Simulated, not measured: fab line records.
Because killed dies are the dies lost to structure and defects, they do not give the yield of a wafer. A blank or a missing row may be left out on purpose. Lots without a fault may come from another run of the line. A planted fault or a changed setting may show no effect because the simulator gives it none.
Which tool did it? | flow n5 finfet | Sampling: 23 lots, 69 wafers, 2 of 1938 route steps

## WHAT EACH GAUGE READ, for each wafer
N5_FIN_SAQP_THK_MEAS_05. Usual: 38.0 nm for thk nm, sd 0.46.
lot  | measured    | on            | thk nm (nm)    | flag
L074 | day 1 20:56 | film metro-02 | 37.8 37.8 37.1 |
L075 | day 2 03:38 | film metro-01 | 37.6 38.2 38.5 |
L076 | day 2 10:15 | film metro-01 | 38.2 37.8 38.0 |
L077 | day 2 15:53 | film metro-01 | 37.9 38.3 37.5 |
L078 | day 2 21:40 | film metro-02 | 37.8 38.7 38.3 |
L079 | day 3 03:43 | film metro-02 | 37.5 38.3 38.8 |
L080 | day 3 09:40 | film metro-01 | 37.6 37.4 38.3 |
L081 | day 3 15:49 | film metro-02 | 37.9 37.6 38.4 |
L082 | day 3 22:29 | film metro-01 | 37.9 38.7 38.9 |
L083 | day 4 05:51 | film metro-02 | 37.6 38.0 38.6 |
L084 | day 4 10:13 | film metro-01 | 37.4 38.8 38.2 |
L085 | day 4 16:34 | film metro-02 | 37.5 38.3 38.1 |
L087 | day 5 05:32 | film metro-02 | 37.3 36.9 37.4 |
L088 | day 5 10:06 | film metro-01 | 38.1 38.9 38.3 |
L089 | day 5 15:01 | film metro-01 | 37.8 38.3 38.0 |
L090 | day 5 21:29 | film metro-01 | 37.9 38.2 38.9 |
L091 | day 6 03:18 | film metro-01 | 38.0 38.1 38.5 |
L092 | day 6 10:10 | film metro-02 | 38.3 39.2 38.9 |
L093 | day 6 14:53 | film metro-01 | 37.5 37.2 37.3 |
L094 | day 6 21:26 | film metro-02 | 37.6 37.8 37.8 |
L095 | day 7 03:10 | film metro-02 | 37.7 38.2 37.7 |
L096 | day 7 08:41 | film metro-01 | 38.2 37.5 38.5 |
L097 | day 7 14:58 | film metro-01 | 37.9 38.1 38.9 |

## EACH LOT AND THE TOOL THAT RAN IT (in order: tool; ch and the chambers of the sampled wafers; start)
lot  | N5_FIN_SAQP_ALD_61
L074 | ald sin-02 ch 0,1,3, day 1 20:19
L075 | ald sin-03 ch 1,3, day 2 03:07
L076 | ald sin-03 ch 0,3, day 2 09:37
L077 | ald sin-03 ch 0,3, day 2 15:14
L078 | ald sin-01 ch 0,1,3, day 2 21:09
L079 | ald sin-03 ch 1,3, day 3 03:10
L080 | ald sin-02 ch 0,2,3, day 3 09:09
L081 | ald sin-01 ch 0,3, day 3 15:07
L082 | ald sin-02 ch 0,1, day 3 21:59
L083 | ald sin-02 ch 0,2,3, day 4 05:16
L084 | ald sin-03 ch 0,3, day 4 09:42
L085 | ald sin-03 ch 0,2,3, day 4 16:04
L087 | ald sin-02 ch 0,1,3, day 5 05:02
L088 | ald sin-02 ch 0,1,2, day 5 09:36
L089 | ald sin-03 ch 0,2, day 5 14:31
L090 | ald sin-02 ch 0,2,3, day 5 20:58
L091 | ald sin-01 ch 0,1,2, day 6 02:34
L092 | ald sin-03 ch 1,2, day 6 09:33
L093 | ald sin-03 ch 1,2,3, day 6 14:23
L094 | ald sin-02 ch 2,3, day 6 20:51
L095 | ald sin-03 ch 0,1,3, day 7 02:40
L096 | ald sin-01 ch 0,2,3, day 7 08:00
L097 | ald sin-02 ch 2,3, day 7 14:16
- N5_FIN_SAQP_ALD_61: deposits SiO2, target thk 4 nm, pulse time 1 s, purge time 2 s.

## AS READ BY THE TOOLS THEMSELVES (means over the sampled wafers that have a number; for cases with no such wafer, the mark the record gives instead)
N5_FIN_SAQP_ALD_61. Usual: heater power w 481 W, standard deviation 43; precursor pulse height rel 0.997, standard deviation 0.02; susceptor temp C 300.01 C, standard deviation 0.21.
lot  | tool       | heater power w (W) | precursor pulse height rel | susceptor temp C (C) | flag
L074 | ald sin-02 | 463                | 0.989                      | 299.97               |
L075 | ald sin-03 | 504                | 1.016                      | 300.06               |
L076 | ald sin-03 | 506                | 1.013                      | 299.86               |
L077 | ald sin-03 | 514                | 0.984                      | 299.97               |
L078 | ald sin-01 | 459                | 0.992                      | 300.07               |
L079 | ald sin-03 | 514                | 0.992                      | 300.04               |
L080 | ald sin-02 | 455                | 1.009                      | 299.96               |
L081 | ald sin-01 | 435                | 0.997                      | 300.26               |
L082 | ald sin-02 | 473                | 1.004                      | 300.15               |
L083 | ald sin-02 | 449                | 0.970                      | 299.95               |
L084 | ald sin-03 | 506                | 0.998                      | 300.12               |
L085 | ald sin-03 | 498                | 0.990                      | 300.06               |
L087 | ald sin-02 | 463                | 1.007                      | 299.89               |
L088 | ald sin-02 | 448                | 0.998                      | 299.99               |
L089 | ald sin-03 | 503                | 0.997                      | 300.02               |
L090 | ald sin-02 | 445                | 0.999                      | 299.69               |
L091 | ald sin-01 | 492                | 0.994                      | 300.06               |
L092 | ald sin-03 | 504                | 1.018                      | 300.16               |
L093 | ald sin-03 | 493                | 0.981                      | 300.15               |
L094 | ald sin-02 | 422                | 0.988                      | 300.12               |
L095 | ald sin-03 | 513                | 1.013                      | 300.03               |
L096 | ald sin-01 | 493                | 1.004                      | 299.91               |
L097 | ald sin-02 | 425                | 0.989                      | 300.08               |

## THE ANSWER, worked out from the rows above alone
Rule: lot off if the mean of its wafers having a number is beyond 3 standard deviations from the usual mean. Also off: a lot with no number at a reading for which 4 or more lots have one. All remaining lots with rows at the step are treated as sound. The gauges are gone through in route order, then the tools' own readings, and for those a lot's mean is taken as printed above. At the first step where some lot is off, the reading lying furthest off is the one used; lots without a number count as furthest.
No lot is off at any reading shown: from this, nothing can be told.

## WHAT THE SIMULATOR HAD PUT IN
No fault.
